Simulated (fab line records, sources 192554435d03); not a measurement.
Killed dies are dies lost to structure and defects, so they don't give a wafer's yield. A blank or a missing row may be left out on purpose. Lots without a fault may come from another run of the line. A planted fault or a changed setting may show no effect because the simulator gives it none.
fab line records | flow n5_finfet
record lots=15 wafers=40 last_day=17
route steps=1938 shown STI_FIN_REVEAL@184 DUMMY_GATE@219
lots that met no fault: from a run of the same line without faults
start_h: hours from the record's first day to the start of the lot's first wafer shown | wait_h: hours since the lot's step before | " the same as in the row above | L1.1+2: a row that stands for several wafers | - no value, or no start given | * or withheld: withheld | < > ~ a bound
route shown NAME@n: a module of which the file shows steps, and the number in the route of the first | usual: mean/standard deviation of fault-free wafers | same: alike in all rows | chamber/n: place in a boat | sites: the reading at each site | _std_site: their standard deviation | _edge_site: outer sites' mean less inner sites' | radius_mm: how far each site lies from the wafer's centre | mask NAME#n: copy n | behind: the tool/chamber that last shaped the wafer | hold: why the lot was held/for how many hours/how that ended | device: the transistor (n, p or np) that didn't switch | end of line: the same wafers' tests at the end of the route | a step without rows: its recipe alone | killed: dies lost to structure and defects at the first sort, not the wafer's yield | map: a wafer's dies, x killed, . not, _ none there
set.NAME: the setting as run; set.NAME@STEP: as run at that earlier step | model.NAME: the simulator's own value behind a step, which no gauge read
steps of the route over a sample of lots; a table a step, a row a wafer
services: from which hour (start_h, from the record's first day; less than 0 if before it) a tool's chamber was out of use, for how many hours, and why
## steps
# step N5_STI_FIN_REVEAL_ALD_14
# recipe material=Si3N4 target_thk_a=30 temp_c=400 ald_precursor_family=SiH2I2 ald_co_reactant=N2/H2-plasma pressure_torr=2
# usual heater_power_w=831/73
# columns lot.wafer tool chamber start_h wait_h heater_power_w since_wet_clean_h
L570.1 ald_sin-02 3 28.15 0.0 869 217
L570.3 " 1 " " 834 217
L570.5 " 1 " " 844 -
L571.2 ald_sin-04 2 33.83 0.0 963 132
L571.5 " 0 " " 750 -
L571.6 " 3 " " 783 -
L575.1 ald_sin-04 1 59.31 0.0 767 157
L575.5 " 1 " " 773 -
L576.2 ald_sin-02 3 63.72 0.0 867 253
L576.3 " 1 " " 805 253
L576.6 " 2 " " 856 -
L577.1 ald_sin-01 1 69.74 0.0 827 351
L577.4 " 2 " " 1092 351
L577.5 " 0 " " 605 -
L578.2 ald_sin-02 1 76.79 0.0 813 266
L578.4 " 0 " " 820 266
L578.5 " 3 " " 881 -
L580.1 ald_sin-04 0 89.46 0.0 760 187
L580.2 " 2 " " 961 187
L580.4 " 1 " " 760 187
L584.4 ald_sin-04 3 115.76 0.0 797 214
L584.5 " 3 " " 767 -
L584.6 " 0 " " 779 -
L585.2 ald_sin-02 3 118.91 0.0 888 308
L585.6 " 1 " " 826 -
L588.2 ald_sin-02 3 137.92 0.0 882 327
L588.4 " 0 " " 807 327
L588.5 " 2 " " 865 -
L589.2 ald_sin-04 3 141.80 0.0 810 240
L589.3 " 1 " " 774 240
L590.2 ald_sin-02 3 147.92 0.0 890 337
L590.3 " 1 " " 822 337
L591.2 ald_sin-04 2 156.89 0.0 974 255
L591.4 " 3 " " 803 255
L591.5 " 2 " " 951 -
L592.1 ald_sin-04 3 161.36 0.0 778 259
L592.4 " 0 " " 785 259
L592.6 " 0 " " 782 -
L593.4 ald_sin-04 3 166.86 0.0 782 265
L593.6 " 3 " " 789 -
# step N5_DUMMY_GATE_THK_MEAS_05
# usual thk_nm=72.4/1.5
# columns lot.wafer tool chamber start_h wait_h thk_nm
L570.1 film_metro-01 - 43.06 0.1 71.8
L570.3 " - " " 73.4
L570.5 " - " " 70.3
L571.2 film_metro-02 - 46.64 0.1 71.6
L571.5 " - " " 72.7
L571.6 " - " " 70.9
L575.1 film_metro-01 - 72.54 0.2 72.3
L575.5 " - " " 72.9
L576.2 film_metro-02 - 76.87 0.1 72.3
L576.3 " - " " 70.1
L576.6 " - " " 73.7
L577.1 film_metro-01 - 82.63 0.2 70.6
L577.4 " - " " 72.1
L577.5 " - " " 73.7
L578.2 film_metro-02 - 91.77 0.1 73.3
L578.4 " - " " 73.4
L578.5 " - " " 71.5
L580.1 film_metro-01 - 105.67 0.2 73.8
L580.2 " - " " 69.4
L580.4 " - " " 72.9
L584.4 film_metro-02 - 129.87 0.2 73.1
L584.5 " - " " 73.6
L584.6 " - " " 70.5
L585.2 film_metro-01 - 134.73 0.2 71.3
L585.6 " - " " 73.2
L588.2 film_metro-02 - 150.72 0.1 70.3
L588.4 " - " " 69.2
L588.5 " - " " 73.7
L589.2 film_metro-01 - 154.67 0.1 71.8
L589.3 " - " " 70.4
L590.2 film_metro-01 - 162.59 0.2 73.2
L590.3 " - " " 73.5
L591.2 film_metro-02 - 170.51 0.2 71.3
L591.4 " - " " 71.5
L591.5 " - " " 70.9
L592.1 film_metro-01 - 174.16 0.2 72.2
L592.4 " - " " 72.6
L592.6 " - " " 72.9
L593.4 film_metro-01 - 180.74 0.2 70.0
L593.6 " - " " 73.5
# step N5_DUMMY_GATE_EXPOSE_12
# recipe mask_id=GATE na=0.33 source_shape=annular sigma_inner=0.2 sigma_outer=0.6 polarization=unpolarized target_cd_nm=25 dose_mj=34
# usual exposure_dose_mJ_cm2=34.11/0.036 focus_offset_nm=0.0/0.51
# columns lot.wafer tool chamber start_h wait_h mask exposure_dose_mJ_cm2 focus_offset_nm
L570.1 euv_scanner-01 0 49.35 - GATE#0 34.07 0.1
L570.3 " 0 " " GATE#0 34.07 0.9
L570.5 " 0 " " GATE#0 34.13 -0.6
L571.2 euv_scanner-02 0 52.88 - GATE#0 34.20 0.3
L571.5 " 0 " " GATE#0 34.18 0.4
L571.6 " 0 " " GATE#0 34.16 -0.1
L575.1 euv_scanner-01 0 76.70 - GATE#0 34.09 -0.9
L575.5 " 0 " " GATE#0 34.11 -0.8
L576.2 euv_scanner-02 - 81.17 - GATE#0 - -
L576.3 " - " " GATE#0 - -
L576.6 " - " " GATE#0 - -
L577.1 euv_scanner-02 - 86.79 - GATE#0 - -
L577.4 " - " " GATE#0 - -
L577.5 " - " " GATE#0 - -
L578.2 euv_scanner-01 - 96.06 - GATE#0 - -
L578.4 " - " " GATE#0 - -
L578.5 " - " " GATE#0 - -
L580.1 euv_scanner-01 0 109.97 - GATE#0 34.07 0.0
L580.2 " 0 " " GATE#0 34.12 0.2
L580.4 " 0 " " GATE#0 34.12 0.1
L584.4 euv_scanner-02 0 134.07 - GATE#0 34.05 -0.8
L584.5 " 0 " " GATE#0 34.06 -0.7
L584.6 " 0 " " GATE#0 34.07 0.4
L585.2 euv_scanner-01 0 139.03 - GATE#0 34.09 -0.3
L585.6 " 0 " " GATE#0 34.12 -0.3
L588.2 euv_scanner-02 0 155.02 - GATE#0 34.04 -0.1
L588.4 " 0 " " GATE#0 34.07 -0.9
L588.5 " 0 " " GATE#0 34.09 -0.2
L589.2 euv_scanner-01 0 158.97 - GATE#0 34.15 -0.8
L589.3 " 0 " " GATE#0 34.07 -0.6
L590.2 euv_scanner-02 0 166.89 - GATE#0 34.04 -0.3
L590.3 " 0 " " GATE#0 34.02 0.3
L591.2 euv_scanner-01 0 174.80 - GATE#0 34.06 -0.5
L591.4 " 0 " " GATE#0 34.09 0.5
L591.5 " 0 " " GATE#0 34.05 0.9
L592.1 euv_scanner-01 0 178.32 - GATE#0 34.08 -0.2
L592.4 " 0 " " GATE#0 34.07 0.2
L592.6 " 0 " " GATE#0 34.10 -0.1
L593.4 euv_scanner-01 0 184.92 - GATE#0 34.08 0.2
L593.6 " 0 " " GATE#0 34.07 -0.4
# step N5_DUMMY_GATE_DESCUM_20
# recipe chemistry=O2 time_s=6.2 source_power_w=50 bias_power_w=20 pressure_mtorr=20 rf_frequency_hz=2.712e+07 temp_c=40 resist=CAR-EUV o2_flow_sccm=225
# usual bias_power_w=20.00/0.054 drypump_motor_current_A=6.0/0.52 oes_product_au=0.79/0.082 rf_vpp_V=243.0/1.3 showerhead_plenum_p_Torr=2.09/0.066 temp_c=40.01/0.12 throttle_valve_pct=20.38/0.27
# columns lot.wafer tool chamber start_h wait_h bias_power_w drypump_motor_current_A oes_product_au rf_hours_counter_h rf_vpp_V showerhead_plenum_p_Torr temp_c throttle_valve_pct
L570.1 rie_diel-02 0 49.70 0.1 19.94 5.5 0.70 206 244.5 2.15 40.22 20.62
L570.3 " 3 " " 20.09 6.0 0.72 136 243.7 2.12 40.13 20.89
L570.5 " 0 " " 20.04 5.5 0.71 - 244.8 2.15 39.95 20.63
L571.2 rie_diel-02 1 53.26 0.2 20.07 5.3 0.79 124 242.3 2.07 40.11 20.03
L571.5 " 3 " " 19.95 6.0 0.73 - 243.5 2.12 40.03 20.91
L571.6 " 2 " " 19.97 6.2 0.68 - 241.6 1.97 40.04 20.49
L575.1 rie_diel-04 3 76.98 0.0 20.08 6.6 0.84 99 241.8 2.04 39.96 20.21
L575.5 " 2 " " 20.07 5.7 0.78 - 242.4 2.03 39.93 20.32
L576.2 rie_diel-01 2 81.47 0.1 19.98 6.8 0.82 95 243.6 2.03 39.97 19.97
L576.3 " 0 " " 20.04 5.1 0.97 6 244.0 2.07 40.21 20.08
L576.6 " 3 " " 20.00 6.2 0.76 - 242.1 2.11 39.95 20.23
L577.1 rie_diel-02 1 87.05 0.0 20.06 5.3 0.78 136 244.3 2.07 39.97 20.06
L577.4 " 0 " " 20.07 5.5 0.70 218 244.8 2.15 40.00 20.64
L577.5 " 2 " " 20.07 6.2 0.68 - 242.2 1.97 39.77 20.51
L578.2 rie_diel-02 1 96.31 0.0 19.95 5.4 0.77 138 243.4 2.07 40.05 20.06
L578.4 " 3 " " 20.04 6.0 0.72 146 243.0 2.11 39.97 20.93
L578.5 " 3 " " 20.01 6.0 0.72 - 242.0 2.11 40.16 20.92
L580.1 rie_diel-04 3 110.55 0.4 19.94 6.6 0.82 109 241.8 2.03 39.94 20.23
L580.2 " 0 " " 20.08 6.1 0.74 158 244.3 2.16 39.78 20.43
L580.4 " 1 " " 20.09 5.0 0.92 10 243.3 2.17 40.11 20.58
L584.4 rie_diel-01 1 134.68 0.4 20.02 6.4 0.91 28 243.2 2.13 39.99 20.56
L584.5 " 2 " " 20.08 6.8 0.81 - 241.7 2.03 39.83 20.02
L584.6 " 3 " " 20.02 6.2 0.75 - 243.1 2.10 39.90 20.27
L585.2 rie_diel-01 1 139.28 0.0 19.94 6.4 0.91 30 245.2 2.13 39.98 20.57
L585.6 " 2 " " 20.05 6.8 0.81 - 241.8 2.03 39.98 20.01
L588.2 rie_diel-01 3 155.71 0.5 20.01 6.3 0.74 173 243.2 2.10 39.96 20.25
L588.4 " 2 " " 19.97 6.8 0.80 119 241.9 2.02 40.12 20.02
L588.5 " 2 " " 19.89 6.8 0.80 - 240.3 2.02 40.09 20.02
L589.2 rie_diel-04 3 159.24 0.1 19.99 6.6 0.80 126 242.0 2.03 40.01 20.25
L589.3 " 2 " " 19.91 5.8 0.75 162 241.3 2.02 40.07 20.37
L590.2 rie_diel-02 0 167.15 0.0 20.03 5.6 0.68 247 243.5 2.14 40.06 20.69
L590.3 " 2 " " 19.98 6.2 0.92 13 245.7 2.23 40.05 20.18
L591.2 rie_diel-02 2 175.43 0.4 20.03 6.2 0.90 17 244.3 2.22 39.82 20.18
L591.4 " 2 " " 20.02 6.2 0.91 - 245.0 2.23 40.11 20.20
L591.5 " 1 " " 19.98 5.3 0.76 - 243.9 2.06 39.98 20.09
L592.1 rie_diel-02 1 178.59 0.0 19.98 5.3 0.76 161 243.2 2.06 39.98 20.09
L592.4 " 3 " " 20.05 6.0 0.69 - 240.9 2.10 40.07 20.97
L592.6 " 1 " " 20.02 5.4 0.75 - 243.2 2.06 40.13 20.09
L593.4 rie_diel-01 1 185.18 0.1 19.92 6.4 0.89 44 243.0 2.13 39.97 20.60
L593.6 " 2 " " 20.01 6.8 0.80 - 242.1 2.02 40.33 20.01
## services
# columns tool chamber start_h hours kind
rie_diel-02 1 29.51 5.5 repair
rie_diel-01 3 31.66 14.4 repair
euv_scanner-02 - 32.74 0.7 repair
euv_scanner-01 - 33.33 0.9 repair
rie_diel-01 - 38.35 2.0 repair
ald_sin-04 0 39.99 2.1 repair
euv_scanner-02 - 43.72 1.0 pm
euv_scanner-01 - 44.76 1.0 pm
ald_sin-02 1 57.24 1.4 repair
euv_scanner-02 - 57.86 4.6 pm
rie_diel-02 3 63.87 10.9 repair
rie_diel-02 3 75.88 2.6 repair
ald_sin-02 3 78.35 9.7 repair
ald_sin-04 0 94.13 16.4 repair
euv_scanner-02 - 99.87 1.0 pm
euv_scanner-01 - 100.91 1.0 pm
rie_diel-04 2 114.20 1.9 repair
euv_scanner-01 - 131.73 4.6 pm
euv_scanner-02 - 156.02 1.0 pm
rie_diel-02 1 156.55 15.9 repair
euv_scanner-01 - 157.06 1.0 pm
euv_scanner-02 - 158.71 1.2 repair
rie_diel-01 3 165.35 3.0 repair
ald_sin-02 - 176.82 14.0 pm
## key
first_sign step=N5_DUMMY_GATE_EXPOSE_12 reading=tool_record direction=missing
effect none on later readings
met_at N5_DUMMY_GATE_EXPOSE_12
struck_lots L576,L577,L578
later_rows_left_out L576.2,L576.3,L576.6,L577.1,L577.4,L577.5,L578.2,L578.4,L578.5
sort_left_out L576.2,L576.3,L576.6,L577.1,L577.4,L577.5,L578.2,L578.4,L578.5
not_acting_at N5_STI_FIN_REVEAL_ALD_14,N5_DUMMY_GATE_THK_MEAS_05,N5_DUMMY_GATE_DESCUM_20
onset_between 76.70 81.17
fault kind=skipped_step_whole tool=euv_scanner-01,euv_scanner-02 chamber=- onset_h=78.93 steps=N5_DUMMY_GATE_EXPOSE_12 scope=struck_lots_only
# sort_left_out: the simulated sort isn't trusted on such a fault, so these wafers' sort isn't shown, and their yield isn't known
# later_rows_left_out: the simulator's readings of these wafers behind a module that went badly wrong aren't trusted and aren't shown, but for the sort
